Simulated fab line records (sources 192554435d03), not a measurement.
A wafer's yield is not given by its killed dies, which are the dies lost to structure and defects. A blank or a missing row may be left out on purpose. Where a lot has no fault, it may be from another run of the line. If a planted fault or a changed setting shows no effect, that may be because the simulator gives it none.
One fault through the eyes of 2 desks || flow n5-finfet || each desk has only its own numbers; what lay behind them comes last

AT THE METROLOGY DESK
Means of the sampled wafers that have a number, per lot and without regard to the tool the lot ran on: this is what the gauges read. Any lot whose mean is over 4 standard deviations away from the usual mean is out of limits and marked OUT; that distance is given in the brackets. It has 10 readings; the 7 that lie furthest out on some lot are the ones shown.
Columns: A = DIBL_N at N5_BEOL_M4_RC_MEAS_101, usual 36.0 mV/V; B = IOFF_N at N5_BEOL_M4_RC_MEAS_101, usual 0.16 nA/um; C = ION_N at N5_BEOL_M4_RC_MEAS_101, usual 672 uA/um; D = ION_P at N5_BEOL_M4_RC_MEAS_101, usual 461 uA/um; E = SS_N at N5_BEOL_M4_RC_MEAS_101, usual 71.4 mV/dec; F = SS_P at N5_BEOL_M4_RC_MEAS_101, usual 73.2 mV/dec; G = VT_P at N5_BEOL_M4_RC_MEAS_101, usual -251 mV
{"lot": "L742", "first seen here": "day 9 15:42", "A": 32.6, "B": 0.12, "C": 672, "D": 462, "E": 70.6, "F": 72.2, "G": -253}
{"lot": "L745", "first seen here": "day 10 16:19", "A": 34.4, "B": 0.13, "C": 666, "D": 461, "E": 70.6, "F": 73.1, "G": -250}
{"lot": "L747", "first seen here": "day 10 19:05", "A": 34.4, "B": 0.13, "C": 662, "D": 457, "E": 70.8, "F": 72.3, "G": -254}
{"lot": "L755", "first seen here": "day 13 14:25", "A": 35.7, "B": 0.16, "C": 669, "D": 463, "E": 71.6, "F": 73.5, "G": -253}
{"lot": "L759", "first seen here": "day 13 16:46", "A": 39.4, "B": 0.21, "C": 693, "D": 468, "E": 72.1, "F": 74.5, "G": -249}
{"lot": "L761", "first seen here": "day 14 04:13", "A": 37.3, "B": 0.18, "C": 687, "D": 461, "E": 71.8, "F": 73.0, "G": -252}
{"lot": "L760", "first seen here": "day 14 10:02", "A": 34.1, "B": 0.12, "C": 651, "D": 451, "E": 70.3, "F": 72.1, "G": -252}
{"lot": "L762", "first seen here": "day 14 21:56", "A": 38.1, "B": 0.17, "C": 680, "D": 471, "E": 71.7, "F": 73.2, "G": -244}
{"lot": "L764", "first seen here": "day 15 05:06", "A": 36.6, "B": 0.16, "C": 679, "D": 468, "E": 71.3, "F": 73.1, "G": -248}
This desk found nothing out of limits on any of the 9 lots.

AT THE TOOL OWNER'S DESK: ald-sin-01
The tool's own readings at N5_BEOL_M3_ALD_98 (deposits SiO2, target thk 2.5 nm, pulse time 1 s, co reactant pulse time 1 s): means of the sampled wafers that have a number, for each lot that ran on this tool. Any lot whose mean is over 4 standard deviations away from the usual mean is out of limits and marked OUT; that distance is given in the brackets.
Columns: A = heater-power-w at N5_BEOL_M3_ALD_98, usual 76 W; B = precursor-pulse-height-rel at N5_BEOL_M3_ALD_98, usual 1.000
{"lot": "L742", "first seen here": "day 8 10:36", "A": 78, "B": 0.991}
{"lot": "L745", "first seen here": "day 8 15:10", "A": 69, "B": 1.005}
{"lot": "L747", "first seen here": "day 8 19:36", "A": 71, "B": 0.997}
{"lot": "L759", "first seen here": "day 12 06:11", "A": 72, "B": 0.997}
{"lot": "L760", "first seen here": "day 12 08:35", "A": 78, "B": 1.004}
{"lot": "L761", "first seen here": "day 12 17:18", "A": 72, "B": 0.991}
{"lot": "L762", "first seen here": "day 12 18:41", "A": 78, "B": 0.997}
This desk found nothing out of limits on any of the 7 lots.

TAKEN TOGETHER
Metrology desk: nothing out of limits seen.
The tool owner's desk saw nothing out of limits.

WHAT THE SIMULATOR HAD INSERTED
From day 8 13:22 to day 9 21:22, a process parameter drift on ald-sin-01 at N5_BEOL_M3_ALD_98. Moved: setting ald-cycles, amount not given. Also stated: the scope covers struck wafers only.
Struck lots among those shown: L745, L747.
